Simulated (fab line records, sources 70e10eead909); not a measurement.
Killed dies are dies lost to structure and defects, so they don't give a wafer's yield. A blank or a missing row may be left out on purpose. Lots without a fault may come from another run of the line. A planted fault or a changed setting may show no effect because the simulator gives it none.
Which tool did it? | flow nand_harc | 13 lots, 39 wafers sampled, at 6 steps of a route of 1302

WHAT THE GAUGES READ, wafer by wafer
NHARC_P_ZERO_WELL_CD_MEAS_11: target cd 500 nm.
lot  | measured     | on        | cd_nm (nm)
L880 | day 1 21:15  | cd_sem-02 | 502.0 501.1 504.3
L881 | day 2 07:07  | cd_sem-01 | 497.6 499.3 499.7
L882 | day 2 17:07  | cd_sem-01 | 500.1 498.0 500.0
L883 | day 3 03:07  | cd_sem-02 | 497.0 498.3 498.2
L887 | day 4 19:14  | cd_sem-03 | 497.5 496.5 498.5
L889 | day 5 15:14  | cd_sem-03 | 496.4 498.0 497.1
L894 | day 7 17:14  | cd_sem-03 | 500.6 501.7 498.9
L895 | day 8 03:21  | cd_sem-01 | 496.8 497.7 500.0
L896 | day 8 13:15  | cd_sem-03 | 497.9 500.6 498.1
L899 | day 9 19:07  | cd_sem-02 | 499.2 499.4 499.5
L901 | day 10 15:14 | cd_sem-01 | 499.6 495.3 498.2
L902 | day 11 01:14 | cd_sem-02 | 500.7 499.4 499.7
L903 | day 11 11:16 | cd_sem-02 | 499.6 498.3 500.1

NHARC_P_ZERO_WELL_CD_MEAS_37: target cd 720 nm.
lot  | measured     | on        | cd_nm (nm)
L880 | day 2 00:02  | cd_sem-01 | 719.2 717.5 721.7
L881 | day 2 10:14  | cd_sem-03 | 717.0 721.5 719.4
L882 | day 2 20:05  | cd_sem-01 | 719.7 720.3 718.9
L883 | day 3 06:06  | cd_sem-03 | 720.3 716.7 719.2
L887 | day 5 02:10  | cd_sem-03 | 720.6 720.1 719.8
L889 | day 5 18:14  | cd_sem-03 | 719.8 716.5 720.3
L894 | day 7 20:13  | cd_sem-01 | 719.6 717.5 719.3
L895 | day 8 06:16  | cd_sem-03 | 718.4 720.4 719.6
L896 | day 8 16:20  | cd_sem-03 | 716.1 717.6 719.3
L899 | day 9 22:10  | cd_sem-02 | 720.4 719.5 717.9
L901 | day 10 20:01 | cd_sem-01 | 719.0 717.0 718.9
L902 | day 11 04:19 | cd_sem-01 | 718.6 721.2 722.7
L903 | day 11 14:14 | cd_sem-02 | 716.1 717.5 719.7

NHARC_P_ZERO_WELL_INSPECT_43.
lot  | measured     | on                | raw_defect_count
L880 | day 2 03:29  | defect_inspect-01 | 21 7 9
L881 | day 2 13:50  | defect_inspect-01 | 22 9 13
L882 | day 2 23:32  | defect_inspect-01 | 30 22 24
L883 | day 3 09:25  | defect_inspect-02 | 12 8 7
L887 | day 5 05:31  | defect_inspect-02 | 601 639 586
L889 | day 5 21:34  | defect_inspect-02 | 597 656 657
L894 | day 7 23:41  | defect_inspect-02 | 16 18 13
L895 | day 8 09:38  | defect_inspect-01 | 13 11 14
L896 | day 8 19:47  | defect_inspect-01 | 13 11 11
L899 | day 10 01:30 | defect_inspect-01 | 14 18 5
L901 | day 10 23:31 | defect_inspect-02 | 21 14 19
L902 | day 11 07:38 | defect_inspect-01 | 15 17 16
L903 | day 11 17:33 | defect_inspect-02 | 7 17 12

NHARC_END_SORT_01.
lot  | measured     | on        | killed_at_array | killed_at_other | killed_at_periphery | killed_dies | killed_open | killed_short
L882 | day 25 04:07 | prober-02 | 82 80 84        | 2 0 1           | 3 0 4               | 87 80 89    | 1 1 1       | 4 1 1
L883 | day 25 11:50 | prober-01 | 22 27 23        | 1 0 1           | 9 10 6              | 32 37 30    | 3 1 8       | 1 5 2
L887 | day 27 12:20 | prober-01 | 68 69 77        | 0 0 0           | 80 83 85            | 148 152 162 | 3 1 1       | 3 5 4
L889 | day 28 03:56 | prober-01 | 52 54 55        | 0 0 0           | 86 86 63            | 138 140 118 | 3 1 1       | 4 1 2
L896 | day 30 13:04 | prober-01 | 60 52 59        | 3 1 1           | 7 5 7               | 70 58 67    | 3 1 5       | 1 0 1
L902 | day 33 11:47 | prober-01 | 57 40 40        | 1 4 3           | 4 4 3               | 62 48 46    | 0 1 6       | 4 1 1

WHICH TOOL RAN EACH LOT (tool, then ch and the chambers of the sampled wafers, then the start)
lot  | NHARC_P_ZERO_WELL_DESCUM_26        | NHARC_P_ZERO_WELL_PRECLEAN_68
L880 | rie_diel-06 ch 0,1, day 1 22:40    | wet_bench-03 ch 1,6,7, day 2 02:25
L881 | rie_diel-05 ch 0,1,2, day 2 08:47  | wet_bench-05 ch 0,1,4, day 2 12:46
L882 | rie_diel-01 ch 0,1,3, day 2 18:37  | wet_bench-01 ch 4,5,6, day 2 22:30
L883 | rie_diel-06 ch 0,2, day 3 04:37    | wet_bench-01 ch 0,4,5, day 3 08:22
L887 | rie_diel-01 ch 0,3, day 4 20:45    | wet_bench-03 ch 3,5,6, day 5 04:27
L889 | rie_diel-05 ch 0,1,3, day 5 16:46  | wet_bench-03 ch 0,3,6, day 5 20:29
L894 | rie_diel-05 ch 0,1, day 7 18:45    | wet_bench-05 ch 0,1,5, day 7 22:37
L895 | rie_diel-01 ch 0,2,3, day 8 04:48  | wet_bench-05 ch 1,4,5, day 8 08:34
L896 | rie_diel-05 ch 0,1,2, day 8 14:55  | wet_bench-05 ch 4,6,7, day 8 18:44
L899 | rie_diel-05 ch 1,2,3, day 9 20:48  | wet_bench-05 ch 4,5,7, day 10 00:25
L901 | rie_diel-06 ch 0,2,3, day 10 18:40 | wet_bench-01 ch 2,3,7, day 10 22:28
L902 | rie_diel-05 ch 0,2, day 11 02:50   | wet_bench-01 ch 0,2,4, day 11 06:35
L903 | rie_diel-01 ch 0,1,2, day 11 12:47 | wet_bench-01 ch 0,1,3, day 11 16:29
- NHARC_P_ZERO_WELL_DESCUM_26: chemistry O2, time 3 s.
- NHARC_P_ZERO_WELL_PRECLEAN_68: cleans in SC1, time 60 s.

WHAT THE TOOLS THEMSELVES READ (means of the sampled wafers that have a number; where no wafer has one, the mark that the record gives instead)
NHARC_P_ZERO_WELL_DESCUM_26.
lot  | tool        | chamber_pressure_mTorr (mTorr) | drypump_motor_current_A (A) | oes_product_au (a.u.) | rf_vpp_V (V) | showerhead_plenum_p_Torr (Torr) | throttle_valve_pct (%)
L880 | rie_diel-06 | 60.00                          | 5.6                         | 1.015                 | 58.3         | 2.02                            | 11.307
L881 | rie_diel-05 | 60.01                          | 5.5                         | 0.998                 | 57.7         | 1.89                            | 11.315
L882 | rie_diel-01 | 60.02                          | 5.7                         | 0.998                 | 58.4         | 1.93                            | 11.318
L883 | rie_diel-06 | 59.99                          | 5.2                         | 1.019                 | 57.4         | 1.96                            | 11.311
L887 | rie_diel-01 | 59.97                          | 5.3                         | 1.002                 | 57.7         | 1.91                            | 11.313
L889 | rie_diel-05 | 59.98                          | 5.0                         | 0.997                 | 57.0         | 1.85                            | 11.306
L894 | rie_diel-05 | 59.99                          | 5.0                         | 1.009                 | 58.0         | 1.87                            | 11.314
L895 | rie_diel-01 | 60.04                          | 5.4                         | 0.986                 | 56.8         | 1.90                            | 11.311
L896 | rie_diel-05 | 60.05                          | 5.5                         | 0.999                 | 57.8         | 1.87                            | 11.305
L899 | rie_diel-05 | 60.01                          | 5.3                         | 0.998                 | 57.7         | 1.83                            | 11.320
L901 | rie_diel-06 | 60.02                          | 5.7                         | 1.014                 | 57.8         | 1.90                            | 11.309
L902 | rie_diel-05 | 59.95                          | 6.0                         | 0.994                 | 57.7         | 1.87                            | 11.308
L903 | rie_diel-01 | 60.03                          | 6.0                         | 1.007                 | 58.2         | 1.93                            | 11.309

THE ANSWER, worked out from the rows above alone
Rule: what is usual is taken from the lots themselves. Put in order of their means at a reading, lots are off if they are a third of the lots or fewer, leave a main group of 4 or more, and stand apart from it by a gap of 3 or more times the standard deviation of the main group's means; of several such gaps the widest counts. A main group whose means are all the same, to the digits that the tables above print for the reading, isn't used. A lot without any number at a reading at which 4 lots or more have one is off too. The other lots that the step has rows for count as sound. The gauges are gone through in route order, then the tools' own readings, and for those a lot's mean is taken as printed above. The first step at which some lot is off is used, and at that step the reading that is off furthest; a lot without a number counts as furthest.
Off: L887, L889, at NHARC_P_ZERO_WELL_INSPECT_43 (raw_defect_count). The main group: mean 15, standard deviation 4.2.
A tool fits if, at a process step before that reading, it ran every lot that is off, and no sound lot after the first of them. The gauges at NHARC_P_ZERO_WELL_INSPECT_43 aren't tried: what is off there is off at NHARC_END_SORT_01 too, on other tools, and a gauge's error can't cause that. One fits: wet_bench-03 at NHARC_P_ZERO_WELL_PRECLEAN_68. Its last sound lot is L880 (day 2 02:25), its first lot that is off L887 (day 5 04:27): a fault that began between those two fits.

WHAT THE SIMULATOR HAD PUT IN
Chamber particle source: wet_bench-03, from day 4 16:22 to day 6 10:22, at NHARC_P_ZERO_WELL_PRECLEAN_68. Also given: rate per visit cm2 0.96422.
Lots struck among those shown: L887, L889. The rule above found the same.
